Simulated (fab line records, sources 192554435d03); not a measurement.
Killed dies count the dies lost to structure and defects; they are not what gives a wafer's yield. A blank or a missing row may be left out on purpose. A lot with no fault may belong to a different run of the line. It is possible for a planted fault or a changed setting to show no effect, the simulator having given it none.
Code-filled problem report in 8D (eight disciplines) form + flow n5_finfet + the parts of the form that need people (team, actions taken, sign-off) are left out

== 1. WHAT WENT WRONG ==
At N5_ILD0_CMP_12, time_to_endpoint_s averages 52 s over 4 wafers from 2 lots, while fault-free wafers read 29 s, standard deviation 3.4. That puts it +6.6 standard deviations away from the usual mean.
The step: polishes SiNx, stops on poly-Si, t overpolish 6 s, target thk 17.67 nm.
Seen first at day 7 19:22 on cmp-03, wafer L292.3. The record holds 30 wafers of 10 lots with a number at this step. The rule behind "out" and "out of limits": a value lying over 4 standard deviations away from the usual mean. The other wafers with a number count as sound.

== 2. WHAT THIS IS AND IS NOT ==
| question                    | is                             | is not                                                                          |
|-----------------------------|--------------------------------|---------------------------------------------------------------------------------|
| which readings at this step | time_to_endpoint_s             | motor_current_A, overpolish_run_s, slurry_filter_dp_kPa                         |
| which lots                  | L292, L293                     | L276, L278, L279, L282, L285, L287, L298, L299                                  |
| which wafers of those lots  | L292.3, L292.4, L293.3, L293.4 | L292.2, L293.6                                                                  |
| read on which tools         | cmp-03                         | cmp-01, cmp-02                                                                  |
| when                        | from day 7 19:22               | up to then (19 sound wafers); but 7 sound wafers of L293, L298, L299 came after |

== 3. THE SUSPECTS, EACH WITH WHAT RULES IT OUT ==
Counting: a tool at a process step up to the reading stays a suspect if it ran every lot that is out. Sound lots after the first of them don't rule it out here, since some wafers of a struck lot are sound.
- rie_diel-04 at N5_SD_EPI_P_ETCH_47 (etches SiOCN in CH3F/O2, target depth 25 nm): kept. It ran every lot that is out, first L292 (day 7 08:16); its last sound lot up to then is L287 (day 6 04:37).
- cmp-03 at N5_ILD0_CMP_12 (polishes SiNx, stops on poly-Si, t overpolish 6 s, target thk 17.67 nm): kept. It ran every lot that is out, first L292 (day 7 19:22); its last sound lot up to then is L287 (day 6 14:44). Out on those wafers are its own readings of time_to_endpoint_s.
- Within rie_diel-04 at N5_SD_EPI_P_ETCH_47: the wafers that are out ran in chambers 2, 3; their sound lot-mates ran in chamber 1.
- Within cmp-03 at N5_ILD0_CMP_12: the wafers that are out ran in chambers 1, 3; their sound lot-mates ran in chamber 0.
The count leaves cmp-03 at N5_ILD0_CMP_12 and rie_diel-04 at N5_SD_EPI_P_ETCH_47.

== 4. THE CAUSE (what the simulator had put in) ==
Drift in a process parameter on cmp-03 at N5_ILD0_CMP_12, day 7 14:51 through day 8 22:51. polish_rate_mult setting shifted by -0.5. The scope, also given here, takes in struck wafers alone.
This tool is one of the 2 suspects left after counting.

== 5. THE CHAIN OF EFFECTS, in route order ==
Rows list readings where the struck wafers' mean (over those with a number) sits beyond 3 standard deviations from the usual. Only readings for which the record gives a usual standard deviation are gone through. hours: the time from each lot's start at the first step in this table that gives one to its start at this step, as a median over the lots. sigmas: the change in usual standard deviations.
| hours | step           | reading            | usual | on struck wafers | change | sigmas |
|-------|----------------|--------------------|-------|------------------|--------|--------|
| 0     | N5_ILD0_CMP_12 | time_to_endpoint_s | 29 s  | 52               | +22    | +6.6   |
Here are the process steps it includes:
- N5_ILD0_CMP_12: polishes SiNx, stops on poly-Si, t overpolish 6 s, target thk 17.67 nm.
Later steps that measure or inspect, where all struck wafers having a row at the step show a number for every such reading and not one has moved that far: N5_ILD0_THK_MEAS_13, N5_BEOL_M4_RC_MEAS_101.

== 6. HOW IT WOULD HAVE BEEN CAUGHT EARLIER ==
In this record no reading fell out of limits until day 7 19:22, 5 hours after the fault had begun at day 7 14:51.
